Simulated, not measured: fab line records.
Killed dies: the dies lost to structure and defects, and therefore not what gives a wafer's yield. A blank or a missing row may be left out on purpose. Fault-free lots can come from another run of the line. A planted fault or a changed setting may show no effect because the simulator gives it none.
Struck lot and sound lot, side by side -- flow n5 finfet -- 14 steps out of a route of 1938
Sound: wafers L519.1, L519.4, L519.5. Wafers struck: L526.2, L526.4, L526.5. Last of all comes the cause.
At each step with rows: each side's tool, then ch and its chambers, then its first start. Under that, the readings that differ: sound wafers -- struck wafers -- difference of the means -- sigmas: that difference in standard deviations of wafers without a fault.
alike: readings whose means differ by less than 2 such deviations, and words and numbers that are the same on both sides. not compared: withheld readings, readings that some wafer has no value for, bounds like >300 that may hide the same value, and numbers for which the record gives no deviation and whose values overlap.
Wherever a step has rows on one side only, a row that says differs or no value, or a row with sigmas, the two part there. Numbers that don't overlap but have no deviation are shown without sigmas and don't part them. A reading that every wafer of one side lacks parts them only if that side has two wafers or more.

N5_BEOL_M1_INSPECT_59: inspects for defects (darkfield).
  sound on defect inspect-02 at day 7 04:53; struck on defect inspect-02 at day 9 07:02
  alike: raw defect count
N5_BEOL_M2_ILD_DEP_00: deposits SiOC from DEMS/O2, target thk 79 nm, time 15.3 s.
  sound on pecvd-02 ch 1,2, day 7 04:55; struck on pecvd-03 ch 0,1,2, day 9 07:04
  alike: heater power w, showerhead plenum p Torr, throttle valve pct
N5_BEOL_M2_THK_MEAS_01:
  sound on film metro-02 at day 7 05:00; struck on film metro-01 at day 9 07:08
  alike: M2_ILD_THK
N5_BEOL_M2_PECVD_72: deposits SiO2 from TEOS/O2, target thk 16 nm, time 18 s.
  sound on pecvd-04 ch 0,2, day 7 05:02; struck on pecvd-04 ch 0,1,2, day 9 07:10
  alike: heater power w, showerhead plenum p Torr, throttle valve pct
N5_BEOL_M2_HM_DEP_02: deposits TiN, target thk 20 nm.
  sound on pvd sputter-01 at day 7 05:24; struck on pvd sputter-03 at day 9 09:28
  alike: throttle valve pct
then, 7 steps without rows for these wafers: N5_BEOL_M2_COAT_61 (time 60 s, resist thk 60 nm); N5_BEOL_M2_COAT_62 (time 60 s, resist thk 12 nm); N5_BEOL_M2_COAT_73 (time 60 s, resist thk 5 nm); N5_BEOL_M2_COAT_05 (resist thk 30 nm); N5_BEOL_M2_EBR_07; N5_BEOL_M2_SOFTBAKE_06 (time 60 s); N5_BEOL_M2_EXPOSE_08 (exposes mask M2).
N5_BEOL_M2_PEB_09: peb time 60 s.
  struck on litho track-04, day 9 09:55; sound on litho track-05 ch 0, day 7 05:43
  no value came back on the struck wafers for chill plate temp C (C), exhaust pa (Pa), plate temp C (C), resist line temp C (C); on the sound wafers chill plate temp C (C) reads 22.74 22.80 22.84
then, 1 step without rows for these wafers: N5_BEOL_M2_DEVELOP_10 (develop time 30 s).

## WHERE THEY PART
Only at N5_BEOL_M2_PEB_09, within this record.

WHY: the cause the simulator had injected
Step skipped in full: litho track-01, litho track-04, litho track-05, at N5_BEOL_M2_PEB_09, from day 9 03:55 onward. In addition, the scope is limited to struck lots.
